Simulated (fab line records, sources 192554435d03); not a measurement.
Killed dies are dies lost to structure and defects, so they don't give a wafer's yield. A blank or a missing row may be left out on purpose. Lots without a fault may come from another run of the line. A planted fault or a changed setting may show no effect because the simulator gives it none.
fab line records | flow n5_finfet
record lots=7 wafers=39
route steps=1938 shown BEOL_M10@1512 BEOL_M14@1749 BEOL_M15@1819
start_h: hours from the record's first day to the start of the lot's first wafer shown | wait_h: hours since the lot's step before | " the same as in the row above | L1.1+2: a row that stands for several wafers | - no value, or no start given | * or withheld: withheld | < > ~ a bound
route shown NAME@n: a module of which the file shows steps, and the number in the route of the first | usual: mean/standard deviation of fault-free wafers | same: alike in all rows | chamber/n: place in a boat | sites: the reading at each site | _std_site: their standard deviation | _edge_site: outer sites' mean less inner sites' | radius_mm: how far each site lies from the wafer's centre | mask NAME#n: copy n | behind: the tool/chamber that last shaped the wafer | hold: why the lot was held/for how many hours/how that ended | device: the transistor (n, p or np) that didn't switch | end of line: the same wafers' tests at the end of the route | a step without rows: its recipe alone | killed: dies lost to structure and defects at the first sort, not the wafer's yield | map: a wafer's dies, x killed, . not, _ none there
set.NAME: the setting as run; set.NAME@STEP: as run at that earlier step | model.NAME: the simulator's own value behind a step, which no gauge read
lots whose settings were changed on purpose; a table a step, a row a wafer
## steps
# step N5_BEOL_M10_TRENCH_ETCH_37
# recipe chemistry=C4F6/O2 target_depth_a=1488.3 target=SiCOH_lowk time_s=48 ion_energy_ev=250 pressure_mtorr=30 source_w=345 bias_w=185 Ar_flow_sccm=300 C4F6_flow_sccm=10 O2_flow_sccm=10
# columns lot.wafer tool chamber start_h wait_h set.target_depth_a model.BEOL_M10.feature_depth_nm model.etch.depth_nm model.TiN_of_BEOL_M10_HM_DEP_02.thk_nm
L080.1 rie_diel-02 3 - - 2139 211.4 211.3 14.2
L080.2 " 2 " " 1488.3 146.4 146.3 16.2
L080.3 " 0 " " 1488.3 147.4 147.4 16
L080.4 " 1 " " 2139 213.4 213.4 14.4
L080.5 " 3 " " 2139 211.2 211.3 14
L080.6 " 2 " " 1488.3 147.2 147.1 16
L083.1 rie_diel-06 1 - - 1488.3 146.2 146.3 16.4
L083.2 " 0 " " 1488.3 148.8 148.8 15.8
L083.3 " 2 " " 2128 217.6 217.6 13.6
L083.4 " 3 " " 2128 214 213.9 14
L083.5 " 3 " " 2128 212 212 14
L083.6 " 2 " " 1488.3 150.8 150.8 16
L089.1 rie_diel-01 1 - - 1488.3 149.8 149.8 15.4
L089.2 " 2 " " 2132 213.2 213.3 14
L089.3 " 3 " " 2132 207.2 207.3 13.8
L089.4 " 0 " " 2132 218.8 218.8 13.8
L089.5 " 2 " " 1488.3 150.2 150.2 15.8
L089.6 " 1 " " 1488.3 150 150 15.4
L090.1 rie_diel-02 1 - - 1488.3 149.4 149.4 15.8
L090.2 " 3 " " 1488.3 147 147.1 15.8
L090.3 " 0 " " 2146 211.4 211.4 13.6
L090.4 " 1 " " 2146 217.6 217.5 13.6
L090.5 " 0 " " 2146 212 212 13.8
L090.6 " 3 " " 1488.3 147 147 15.6
L092.1 rie_diel-01 3 - - 1015 98.2 98.3 17.4
L092.2 " 1 " " 1015 102.2 102.2 17.6
L092.3 " 2 " " 1015 101.8 101.7 17.6
L092.4 " 0 " " 1488.3 152.2 152.3 15.8
L092.5 " 1 " " 1488.3 150.2 150.3 16.2
L092.6 " 0 " " 1488.3 152.6 152.7 16
L094.1 rie_diel-02 0 - - 1488.3 148 148 15.8
L094.2 " 3 " " 1488.3 145.2 145.1 16.2
L094.3 " 1 " " 1488.3 149.6 149.6 16
L094.4 " 0 " " 1488.3 148.4 148.3 16
L094.5 " 1 " " 1488.3 150.6 150.6 16
L094.6 " 3 " " 1488.3 147 147 15.8
L091.2 rie_diel-01 2 - - 1488.3 148.6 148.7 15.4
L091.4 " 3 " " 1488.3 147 146.9 16
L091.6 " 1 " " 1488.3 150.6 150.6 15.4
# step N5_BEOL_M10_ETCH_41
# recipe chemistry=CH3F/O2 target=SiCN target_depth_a=426 taper_deg=2 time_s=86 ion_energy_ev=120 mask_material=TiN pressure_mtorr=30 source_w=395 bias_w=75 Ar_flow_sccm=150 CH3F_flow_sccm=30 O2_flow_sccm=20
# step N5_BEOL_M10_STRIP_77
# recipe chemistry=N2/H2 time_s=10 power_w=450 temp_c=40 pressure_mtorr=20 rf_frequency_hz=6e+07 bias_power_w=7 n2_flow_sccm=200 h2_flow_sccm=200
# step N5_BEOL_M10_OCD_MEAS_38
# usual trench_depth_nm=148.4/1.8
# columns lot.wafer tool chamber start_h wait_h set.target_depth_a@BEOL_M10_TRENCH_ETCH_37 trench_depth_nm
L080.1 ocd-02 - 246.37 - 2139 -
L080.2 " - " " 1488.3 146.3
L080.3 " - " " 1488.3 -
L080.4 " - " " 2139 -
L080.5 " - " " 2139 211.2
L080.6 " - " " 1488.3 147.1
L083.1 ocd-02 - 268.68 - 1488.3 146.1
L083.2 " - " " 1488.3 148.9
L083.3 " - " " 2128 217.8
L083.4 " - " " 2128 214.0
L083.5 " - " " 2128 211.8
L083.6 " - " " 1488.3 150.6
L089.1 ocd-01 - 307.39 - 1488.3 149.9
L089.2 " - " " 2132 213.1
L089.3 " - " " 2132 207.5
L089.4 " - " " 2132 218.3
L089.5 " - " " 1488.3 150.8
L089.6 " - " " 1488.3 149.9
L090.1 ocd-01 - 313.16 - 1488.3 149.2
L090.2 " - " " 1488.3 146.7
L090.3 " - " " 2146 211.3
L090.4 " - " " 2146 217.3
L090.5 " - " " 2146 212.1
L090.6 " - " " 1488.3 147.2
L092.1 ocd-01 - 323.81 - 1015 98.3
L092.2 " - " " 1015 102.5
L092.3 " - " " 1015 101.9
L092.4 " - " " 1488.3 152.8
L092.5 " - " " 1488.3 150.8
L092.6 " - " " 1488.3 152.7
L094.1 ocd-01 - 324.17 - 1488.3 147.9
L094.2 " - " " 1488.3 145.5
L094.3 " - " " 1488.3 149.9
L094.4 " - " " 1488.3 148.0
L094.5 " - " " 1488.3 150.2
L094.6 " - " " 1488.3 146.9
L091.2 ocd-01 - 338.57 - 1488.3 148.7
L091.4 " - " " 1488.3 147.0
L091.6 " - " " 1488.3 150.9
# step N5_BEOL_M10_HM_STRIP_39
# recipe chemistry=peroxide_tin_strip material=TiN target_depth_a=250 temp_c=50 time_s=158
# step N5_BEOL_M10_SRD_40
# recipe time_s=30 temp_c=23 rinse_liquid=diw dry=ipa_marangoni
# step N5_BEOL_M10_ECD_50
# recipe material=Cu target_thk_a=3180
# step N5_BEOL_M10_ANNEAL_51
# recipe temp_c=225 time_s=90 ambient=N2
# step N5_BEOL_M10_CMP_52
# recipe stop_on=SiCOH_lowk t_overpolish_s=7 down_force_psi=1 platen_rpm=50 clearing_platen_down_force_psi=1.5 clearing_platen_rpm=50 post_cmp_clean=cu_alkaline target_thk_nm=140 clearing_platen_pad_velocity_m_s=0.99484 pad_velocity_m_s=0.99484
# columns lot.wafer tool chamber start_h wait_h set.target_depth_a@BEOL_M10_TRENCH_ETCH_37 model.Cu_of_BEOL_M10_ECD_50.thk_nm
L080.3 cmp-01 2 248.78 0.2 1488.3 139
L080.1 " 3 " " 2139 202
L080.4 " 0 " " 2139 204.6
L080.2 " 1 " " 1488.3 136.6
L080.6 " 2 " " 1488.3 137.6
L080.5 " 3 " " 2139 201.2
L083.2+6 cmp-03 3 271.12 0.2 1488.3 142
L083.4 " 0 " " 2128 203.8
L083.1 " 1 " " 1488.3 135.6
L083.3 " 2 " " 2128 208.6
L083.5 " 0 " " 2128 202.2
L089.4 cmp-02 1 309.92 0.1 2132 210.4
L089.1 " 2 " " 1488.3 141
L089.3 " 3 " " 2132 198
L089.2 " 0 " " 2132 206.4
L089.5 " 1 " " 1488.3 141.8
L089.6 " 2 " " 1488.3 141.2
L090.4 cmp-03 1 315.20 0.1 2146 210
L090.3 " 2 " " 2146 204
L090.2 " 3 " " 1488.3 139.8
L090.1 " 0 " " 1488.3 141.2
L090.6 " 1 " " 1488.3 140
L090.5 " 2 " " 2146 203.4
L092.3 cmp-01 0 326.66 0.2 1015 92.4
L092.4 " 1 " " 1488.3 141
L092.1 " 2 " " 1015 88
L092.2 " 3 " " 1015 92.6
L092.5 " 0 " " 1488.3 141.8
L092.6 " 1 " " 1488.3 142.6
L094.1 cmp-01 0 326.89 0.4 1488.3 140.6
L094.2 " 1 " " 1488.3 136
L094.4+6 " 2,0 " " 1488.3 139.4
L094.3 " 3 " " 1488.3 140.2
L094.5 " 1 " " 1488.3 141.4
L091.4 cmp-02 1 341.36 0.2 1488.3 137.8
L091.2 " 2 " " 1488.3 140
L091.6 " 0 " " 1488.3 142.8
# step N5_BEOL_M10_THK_MEAS_53
# recipe thk_meas_gauge=xrf reads=Cu_of_BEOL_M10_ECD_50
# usual M10_THK=135.4/2.1
# columns lot.wafer tool chamber start_h wait_h set.target_depth_a@BEOL_M10_TRENCH_ETCH_37 M10_THK[nm]
L080.1 film_metro-01 - 249.08 - 2139 -
L080.2 " - " " 1488.3 132.9
L080.3 " - " " 1488.3 -
L080.4 " - " " 2139 -
L080.5 " - " " 2139 194.9
L080.6 " - " " 1488.3 133.1
L083.1 film_metro-02 - 271.42 - 1488.3 131.5
L083.2 " - " " 1488.3 137.0
L083.3 " - " " 2128 201.0
L083.4 " - " " 2128 198.0
L083.5 " - " " 2128 195.5
L083.6 " - " " 1488.3 137.9
L089.1 film_metro-01 - 310.21 - 1488.3 136.9
L089.2 " - " " 2132 198.6
L089.3 " - " " 2132 191.5
L089.4 " - " " 2132 202.9
L089.5 " - " " 1488.3 137.4
L089.6 " - " " 1488.3 137.1
L090.1 film_metro-01 - 315.50 - 1488.3 138.1
L090.2 " - " " 1488.3 137.7
L090.3 " - " " 2146 199.0
L090.4 " - " " 2146 205.7
L090.5 " - " " 2146 199.2
L090.6 " - " " 1488.3 137.6
L092.1 film_metro-01 - 326.96 - 1015 86.0
L092.2 " - " " 1015 90.6
L092.3 " - " " 1015 90.7
L092.4 " - " " 1488.3 137.7
L092.5 " - " " 1488.3 138.6
L092.6 " - " " 1488.3 139.2
L094.1 film_metro-02 - 327.19 - 1488.3 136.2
L094.2 " - " " 1488.3 131.7
L094.3 " - " " 1488.3 135.3
L094.4 " - " " 1488.3 135.1
L094.5 " - " " 1488.3 137.2
L094.6 " - " " 1488.3 134.5
L091.2 film_metro-01 - 341.61 - 1488.3 135.3
L091.4 " - " " 1488.3 132.4
L091.6 " - " " 1488.3 137.6
# step N5_BEOL_M10_PRE_CLEAN_55
# recipe gas=NH3 time_s=15 temp_c=withheld rf_power_w=300
# step N5_BEOL_M10_DEP_56
# recipe material=SiCN target_thk_a=150 temp_c=withheld precursor=3MS/NH3 pressure_torr=3 rf_w=202 time_s=26.5
# step N5_BEOL_M10_RS_MEAS_57
# recipe thk_meas_gauge=four-point-probe reads=Cu_of_BEOL_M10_ECD_50+Co_of_BEOL_M10_CVD_75+TaN_of_BEOL_M10_ALD_74
# usual M10_RS=0.1513/0.0026
# columns lot.wafer tool chamber start_h wait_h set.target_depth_a@BEOL_M10_TRENCH_ETCH_37 M10_RS[ohm/sq]
L080.1 film_metro-02 - 249.21 0.1 2139 -
L080.2 " - " " 1488.3 0.1551
L080.3 " - " " 1488.3 -
L080.4 " - " " 2139 -
L080.5 " - " " 2139 0.1018
L080.6 " - " " 1488.3 0.1536
L083.1 film_metro-02 - 271.55 0.1 1488.3 0.1560
L083.2 " - " " 1488.3 0.1485
L083.3 " - " " 2128 0.0978
L083.4 " - " " 2128 0.1001
L083.5 " - " " 2128 0.1011
L083.6 " - " " 1488.3 0.1484
L089.1 film_metro-02 - 310.38 0.1 1488.3 0.1494
L089.2 " - " " 2132 0.0990
L089.3 " - " " 2132 0.1034
L089.4 " - " " 2132 0.0968
L089.5 " - " " 1488.3 0.1485
L089.6 " - " " 1488.3 0.1493
L090.1 film_metro-02 - 315.63 0.1 1488.3 0.1488
L090.2 " - " " 1488.3 0.1506
L090.3 " - " " 2146 0.1002
L090.4 " - " " 2146 0.0971
L090.5 " - " " 2146 0.1005
L090.6 " - " " 1488.3 0.1509
L092.1 film_metro-02 - 327.09 0.1 1015 0.2553
L092.2 " - " " 1015 0.2401
L092.3 " - " " 1015 0.2407
L092.4 " - " " 1488.3 0.1494
L092.5 " - " " 1488.3 0.1484
L092.6 " - " " 1488.3 0.1475
L094.1 film_metro-02 - 327.32 0.1 1488.3 0.1501
L094.2 " - " " 1488.3 0.1554
L094.3 " - " " 1488.3 0.1505
L094.4 " - " " 1488.3 0.1515
L094.5 " - " " 1488.3 0.1491
L094.6 " - " " 1488.3 0.1511
L091.2 film_metro-02 - 341.75 0.1 1488.3 0.1506
L091.4 " - " " 1488.3 0.1535
L091.6 " - " " 1488.3 0.1475
# step N5_BEOL_M14_DESCUM_33
# recipe chemistry=O2 time_s=7.9 source_power_w=50 bias_power_w=20 pressure_mtorr=20 rf_frequency_hz=2.712e+07 temp_c=40 o2_flow_sccm=225
# columns lot.wafer tool chamber start_h wait_h set.time_s model.coat_of_BEOL_M14_COAT_22.thk_nm
L080.1+4 rie_diel-02 3,0 274.18 0.3 11.51 280.8
L080.2 " 0 " " 7.9 283
L080.3 " 3 " " 7.9 282
L080.5 " 3 " " 7.9 282.8
L080.6 " 0 " " 11.51 280.4
L083.1 rie_diel-02 1 297.32 0.0 9.327 281.4
L083.2 " 3 " " 9.327 282.6
L083.3 " 0 " " 7.9 283.2
L083.4 " 3 " " 7.9 282
L083.5 " 1 " " 9.327 281.6
L083.6 " 0 " " 7.9 282.2
L089.1 rie_diel-06 0 335.82 0.0 3.702 285.2
L089.2 " 1 " " 7.9 283.2
L089.3 " 2 " " 3.702 285.6
L089.4+6 " 3 " " 7.9 282.8
L089.5 " 2 " " 3.702 284.6
L090.1 rie_diel-02 1 337.14 0.3 7.9 282.8
L090.2 " 0 " " 9.15 282
L090.3 " 1 " " 7.9 282.2
L090.4 " 0 " " 9.15 281.8
L090.5 " 1 " " 7.9 281.8
L090.6 " 0 " " 9.15 281.2
L092.1 rie_diel-01 2 351.29 0.0 4.762 286.2
L092.2 " 3 " " 4.762 285
L092.3 " 1 " " 7.9 283.4
L092.4 " 0 " " 7.9 283.6
L092.5 " 3 " " 4.762 285.8
L092.6 " 0 " " 7.9 284.4
L094.1 rie_diel-02 2 353.33 0.2 7.9 281.6
L094.2 " 0 " " 7.9 282
L094.3 " 1 " " 7.9 282.8
L094.4+5+6 " 3,2,1 " " 4.186 284
L091.2 rie_diel-06 0 363.86 0.0 7.9 282.8
L091.4 " 0 " " 7.9 282.6
L091.6 " 1 " " 7.9 283.2
# step N5_BEOL_M14_ETCH_67
# recipe chemistry=CF4 target=SiARC target_depth_a=1430 time_s=238.3 ion_energy_ev=80 pressure_mtorr=40 source_w=545 bias_w=36 Ar_flow_sccm=100 cf4_flow_sccm=100 ends=cleared
# columns lot.wafer tool chamber start_h wait_h set.time_s@BEOL_M14_DESCUM_33 model.coat_of_BEOL_M14_COAT_22.thk_nm
L080.1+6 rie_diel-02 3,0 274.23 0.0 11.51 209
L080.2+5 " 0,3 " " 7.9 211.4
L080.3 " 3 " " 7.9 210.4
L080.4 " 0 " " 11.51 209.4
L083.1+5 rie_diel-02 1 297.35 0.0 9.327 210
L083.2 " 3 " " 9.327 211
L083.3 " 0 " " 7.9 211.8
L083.4 " 3 " " 7.9 211
L083.6 " 0 " " 7.9 211.2
L089.1 rie_diel-06 0 335.86 0.0 3.702 213.8
L089.2 " 1 " " 7.9 211.8
L089.3 " 2 " " 3.702 214.2
L089.4+6 " 3 " " 7.9 211.6
L089.5 " 2 " " 3.702 213.4
L090.1 rie_diel-02 1 337.19 0.0 7.9 211.2
L090.2 " 0 " " 9.15 210.4
L090.3 " 1 " " 7.9 210.6
L090.4 " 0 " " 9.15 210.2
L090.5 " 1 " " 7.9 210
L090.6 " 0 " " 9.15 209.4
L092.1 rie_diel-01 2 351.33 0.0 4.762 214.4
L092.2 " 3 " " 4.762 213.4
L092.3 " 1 " " 7.9 211.6
L092.4 " 0 " " 7.9 212
L092.5 " 3 " " 4.762 213.8
L092.6 " 0 " " 7.9 212.4
L094.1 rie_diel-02 2 353.37 0.0 7.9 210
L094.2 " 0 " " 7.9 210.4
L094.3 " 1 " " 7.9 211.4
L094.4+6 " 3,1 " " 4.186 212.6
L094.5 " 2 " " 4.186 212.4
L091.2+6 rie_diel-06 0,1 363.89 0.0 7.9 211.4
L091.4 " 0 " " 7.9 211
# step N5_BEOL_M15_SPUTTER_43
# recipe material=TaN target_thk_a=150 temp_c=50 bias_v=168.6 power_w=15000 chamber_pressure_pa=0.12 time_s=24.19
# columns lot.wafer tool chamber start_h wait_h set.target_thk_a model.TaN_of_BEOL_M15_SPUTTER_43.thk_nm
L080.1+3+6 pvd_sputter-01 - 295.90 0.0 238.4 24
L080.2+4+5 " - " " 150 15.2
L083.1+4 pvd_sputter-02 - 308.11 0.0 150 15
L083.2+3+5+6 " - " " 150 15.2
L089.1+4+6 pvd_sputter-02 - 344.84 0.0 150 15.2
L089.2 " - " " 110.6 11.4
L089.3+5 " - " " 110.6 11.2
L090.1 pvd_sputter-01 - 347.26 0.0 150 14.8
L090.2+5 " - " " 150 15
L090.3+4+6 " - " " 237.3 23.6
L092.1+3 pvd_sputter-03 - 361.09 0.0 150 14.6
L092.2+5+6 " - " " 81.08 8
L092.4 " - " " 150 14.8
L094.1+4 pvd_sputter-03 - 364.92 0.0 150 14.6
L094.2+5+6 " - " " 119.9 11.8
L094.3 " - " " 150 14.8
L091.2+4+6 pvd_sputter-01 - 371.71 0.0 150 15
# step N5_BEOL_M15_SPUTTER_44
# recipe material=Ta target_thk_a=150 temp_c=50 bias_v=80 power_w=15000 chamber_pressure_pa=0.07 time_s=24.19
# step N5_BEOL_M15_SPUTTER_45
# recipe material=Cu target_thk_a=1000 temp_c=-20 bias_v=60 power_w=26000 chamber_pressure_pa=0.13 time_s=16.67
# step N5_BEOL_M15_ECD_47
# recipe material=Cu target_thk_a=18600
# step N5_BEOL_M15_ANNEAL_48
# recipe temp_c=225 time_s=90 ambient=N2
# step N5_BEOL_M15_CMP_49
# recipe stop_on=SiO2 t_overpolish_s=4.9 down_force_psi=2 platen_rpm=80 clearing_platen_down_force_psi=2 clearing_platen_rpm=80 post_cmp_clean=cu_alkaline target_thk_nm=850 clearing_platen_pad_velocity_m_s=1.5917 pad_velocity_m_s=1.5917
# usual barrier_field_endpoint_s=11.36/0.26
# columns lot.wafer tool chamber start_h wait_h set.target_thk_a@BEOL_M15_SPUTTER_43 barrier_field_endpoint_s
L080.1 cmp-04 0 296.74 0.3 238.4 14.95
L080.4 " 1 " " 150 11.75
L080.3 " 2 " " 238.4 15.14
L080.2 " 3 " " 150 11.93
L080.5 " 0 " " 150 11.21
L080.6 " 1 " " 238.4 15.06
L083.2 cmp-02 0 308.93 0.2 150 11.98
L083.1 " 1 " " 150 11.26
L083.3 " 2 " " 150 11.53
L083.4 " 3 " " 150 11.57
L083.6 " 0 " " 150 11.87
L083.5 " 1 " " 150 11.77
L089.3 cmp-02 2 345.66 0.2 110.6 9.97
L089.1 " 3 " " 150 11.75
L089.2 " 0 " " 110.6 10.46
L089.4 " 1 " " 150 11.46
L089.5 " 2 " " 110.6 10.12
L089.6 " 3 " " 150 11.76
L090.2 cmp-02 1 348.12 0.2 150 11.39
L090.4 " 2 " " 237.3 14.72
L090.1 " 3 " " 150 11.50
L090.3 " 0 " " 237.3 14.96
L090.6 " 1 " " 237.3 14.66
L090.5 " 2 " " 150 11.37
L092.3 cmp-04 2 363.59 0.3 150 11.06
L092.4 " 3 " " 150 11.17
L092.2 " 0 " " 81.08 8.38
L092.1 " 1 " " 150 11.15
L092.6 " 2 " " 81.08 8.59
L092.5 " 3 " " 81.08 8.63
L094.1 cmp-04 1 365.74 0.3 150 11.30
L094.4 " 2 " " 150 11.00
L094.3 " 3 " " 150 11.32
L094.2 " 0 " " 119.9 9.92
L094.6 " 1 " " 119.9 10.02
L094.5 " 2 " " 119.9 9.94
L091.2 cmp-02 1 372.52 0.2 150 11.49
L091.4 " 2 " " 150 11.37
L091.6 " 2 " " 150 11.46
## key
split step=N5_BEOL_M10_TRENCH_ETCH_37 setting=target_depth_a stated=1488.3 by=wafer
response step=N5_BEOL_M10_TRENCH_ETCH_37 reading=model.BEOL_M10.feature_depth_nm change=+1.5 per=1% r=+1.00
response step=N5_BEOL_M10_TRENCH_ETCH_37 reading=model.etch.depth_nm change=+1.51 per=1% r=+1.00
response step=N5_BEOL_M10_TRENCH_ETCH_37 reading=model.TiN_of_BEOL_M10_HM_DEP_02.thk_nm change=-0.0452 per=1% r=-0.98
response step=N5_BEOL_M10_OCD_MEAS_38 reading=trench_depth_nm change=+1.51 per=1% r=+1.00
response step=N5_BEOL_M10_CMP_52 reading=model.Cu_of_BEOL_M10_ECD_50.thk_nm change=+1.5 per=1% r=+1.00
response step=N5_BEOL_M10_THK_MEAS_53 reading=M10_THK change=+1.45 per=1% r=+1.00
response step=N5_BEOL_M10_RS_MEAS_57 reading=M10_RS shape=bent at_lowest=0.2453 at_stated=0.1506 at_highest=0.0993
split step=N5_BEOL_M14_DESCUM_33 setting=time_s stated=7.9 by=wafer
response step=N5_BEOL_M14_DESCUM_33 reading=model.coat_of_BEOL_M14_COAT_22.thk_nm change=-0.0418 per=1% r=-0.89
response step=N5_BEOL_M14_ETCH_67 reading=model.coat_of_BEOL_M14_COAT_22.thk_nm change=-0.0425 per=1% r=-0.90
split step=N5_BEOL_M15_SPUTTER_43 setting=target_thk_a stated=150 by=wafer
response step=N5_BEOL_M15_SPUTTER_43 reading=model.TaN_of_BEOL_M15_SPUTTER_43.thk_nm change=+0.148 per=1% r=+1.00
response step=N5_BEOL_M15_CMP_49 reading=barrier_field_endpoint_s change=+0.0576 per=1% r=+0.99
